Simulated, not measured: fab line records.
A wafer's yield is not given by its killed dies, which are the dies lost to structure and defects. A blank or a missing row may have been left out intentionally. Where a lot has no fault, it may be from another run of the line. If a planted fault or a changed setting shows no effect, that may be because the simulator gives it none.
Chamber matching ; flow n5-finfet ; 3 sister chambers for N5_ZERO_LAYER_PECVD_02 on pecvd-02
The step deposits SiO2 from SiH4/N2O, target thk 10 nm, time 6 s. 18 wafers are shown with their chamber, then 9 later ones without.

== WAFERS, EACH WITH ITS CHAMBER ==
wafer;chamber;showerhead-plenum-p-Torr (Torr);heater-power-w (W)
L076.2;0;8.30;863
L076.3;2;8.28;920
L076.6;2;8.29;900
L078.1;2;8.30;856
L078.3;0;8.29;920
L078.5;2;8.27;886
L079.1;1;8.07;844
L079.5;1;8.04;823
L079.6;2;8.31;922
L080.1;0;8.28;766
L080.4;1;8.04;764
L080.6;2;8.29;976
L085.2;1;8.08;864
L085.3;2;8.28;929
L085.4;1;8.03;862
L086.2;1;8.04;836
L086.3;2;8.27;917
L086.5;1;8.03;852

SIGNATURES (averages over the wafers above)
reading;chamber 0;chamber 1;chamber 2;scatter within a chamber
showerhead-plenum-p-Torr;8.2900;8.0471;8.2862;0.0162
heater-power-w;849.67;835.00;913.25;43
Rule: a wafer's distance from a chamber is the root of the sum, over the readings, of the square of ((its reading less the chamber's mean) divided by the reading's scatter). The wafer belongs to the nearest chamber; if the next one is less than 2 further off, it can't be placed. The scatter: take each reading less its chamber's mean, square it, sum over the shown wafers, divide by the number of wafers less the number of chambers, and take the root.

== WAFERS WITH NO CHAMBER GIVEN ==
wafer;showerhead-plenum-p-Torr (Torr);heater-power-w (W)
L090.2;8.29;899
L090.5;8.31;915
L090.6;8.29;900
L094.1;8.05;855
L094.2;8.30;858
L094.6;8.30;962
L096.2;8.30;875
L096.4;8.27;932
L096.5;8.04;818

== EACH ONE'S CHAMBER ==
wafer;from the rows above;in truth
L090.2;can't be placed: 2 or 0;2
L090.5;can't be placed: 2 or 0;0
L090.6;can't be placed: 2 or 0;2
L094.1;1;1
L094.2;can't be placed: 0 or 2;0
L094.6;can't be placed: 2 or 0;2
L096.2;can't be placed: 0 or 2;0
L096.4;can't be placed: 2 or 0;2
L096.5;1;1
2 of 9 placed correctly. Cannot be placed on the basis of these rows: 7; the candidates contain the true chamber in 7. 0 placed wrongly.
